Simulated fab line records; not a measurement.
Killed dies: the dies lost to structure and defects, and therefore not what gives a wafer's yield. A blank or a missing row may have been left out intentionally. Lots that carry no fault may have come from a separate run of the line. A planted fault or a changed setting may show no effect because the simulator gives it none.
Chamber matching + flow nandHarc + 4 sister chambers for NHARC_A_STAIRCASE_DESCUM_219 on rieDiel-04
The step chemistry O2, time 3 s. 18 wafers are shown with their chamber, then 9 later ones without.

== EACH WAFER AND ITS CHAMBER ==
| wafer  | chamber | drypumpMotorCurrentA (A) | showerheadPlenumPTorr (Torr) | oesProductAu (a.u.) |
|--------|---------|--------------------------|------------------------------|---------------------|
| L080.4 | 1       | 5.3                      | 2.03                         | 1.005               |
| L080.5 | 2       | 5.7                      | 1.95                         | 1.010               |
| L080.6 | 1       | 5.3                      | 2.03                         | 1.012               |
| L080.1 | 2       | 5.6                      | 1.95                         | 1.003               |
| L080.2 | 0       | 5.2                      | 1.95                         | 0.998               |
| L080.3 | 3       | 6.4                      | 1.87                         | 0.992               |
| L077.2 | 3       | 6.4                      | 1.87                         | 0.985               |
| L077.3 | 1       | 5.3                      | 2.03                         | 1.014               |
| L077.4 | 0       | 5.2                      | 1.95                         | 0.995               |
| L086.1 | 1       | 5.3                      | 2.03                         | 1.006               |
| L086.3 | 2       | 5.7                      | 1.94                         | 1.008               |
| L086.4 | 0       | 5.2                      | 1.94                         | 1.006               |
| L084.1 | 0       | 5.2                      | 1.94                         | 1.002               |
| L084.2 | 2       | 5.6                      | 1.94                         | 1.001               |
| L084.4 | 0       | 5.2                      | 1.94                         | 0.997               |
| L088.4 | 3       | 6.4                      | 1.86                         | 0.997               |
| L088.5 | 1       | 5.3                      | 2.02                         | 1.004               |
| L088.6 | 0       | 5.2                      | 1.93                         | 1.007               |

SIGNATURES (averages over the wafers above)
| reading               | chamber 0 | chamber 1 | chamber 2 | chamber 3 | scatter within a chamber |
|-----------------------|-----------|-----------|-----------|-----------|--------------------------|
| drypumpMotorCurrentA  | 5.200     | 5.300     | 5.650     | 6.400     | 0.0267                   |
| showerheadPlenumPTorr | 1.9417    | 2.0280    | 1.9450    | 1.8667    | 0.00615                  |
| oesProductAu          | 1.00083   | 1.00820   | 1.00550   | 0.99133   | 0.00485                  |
Rule: for a wafer and a chamber, the distance is found by dividing, reading by reading, the gap between the wafer's reading and the chamber's mean by the reading's scatter, squaring, summing and taking the root. If the next closest chamber is less than 2 further off than the closest, the wafer can't be placed; otherwise it belongs to the closest. The scatter: the root of (the sum of the squares of (reading less its chamber's mean) over the shown wafers, divided by (wafers less chambers)).

== WAFERS WHOSE CHAMBER IS MISSING ==
| wafer  | drypumpMotorCurrentA (A) | showerheadPlenumPTorr (Torr) | oesProductAu (a.u.) |
|--------|--------------------------|------------------------------|---------------------|
| L090.1 | 5.2                      | 2.02                         | 0.997               |
| L090.3 | 6.4                      | 1.85                         | 0.999               |
| L090.6 | 6.4                      | 1.85                         | 0.999               |
| L090.2 | 5.6                      | 1.94                         | 1.005               |
| L090.4 | 5.2                      | 1.93                         | 1.004               |
| L090.5 | 5.2                      | 1.93                         | 0.999               |
| L094.2 | 6.4                      | 1.85                         | 0.993               |
| L094.3 | 5.2                      | 2.02                         | 0.987               |
| L094.4 | 5.6                      | 1.93                         | 1.003               |

== THE CHAMBER EACH PASSED THROUGH ==
| wafer  | from the rows above | in truth |
|--------|---------------------|----------|
| L090.1 | 1                   | 1        |
| L090.3 | 3                   | 3        |
| L090.6 | 3                   | 3        |
| L090.2 | 2                   | 2        |
| L090.4 | 0                   | 0        |
| L090.5 | 0                   | 0        |
| L094.2 | 3                   | 3        |
| L094.3 | 1                   | 1        |
| L094.4 | 2                   | 2        |
Correctly placed: 9 of 9. Left unplaced by these rows: 0. 0 placed wrongly.
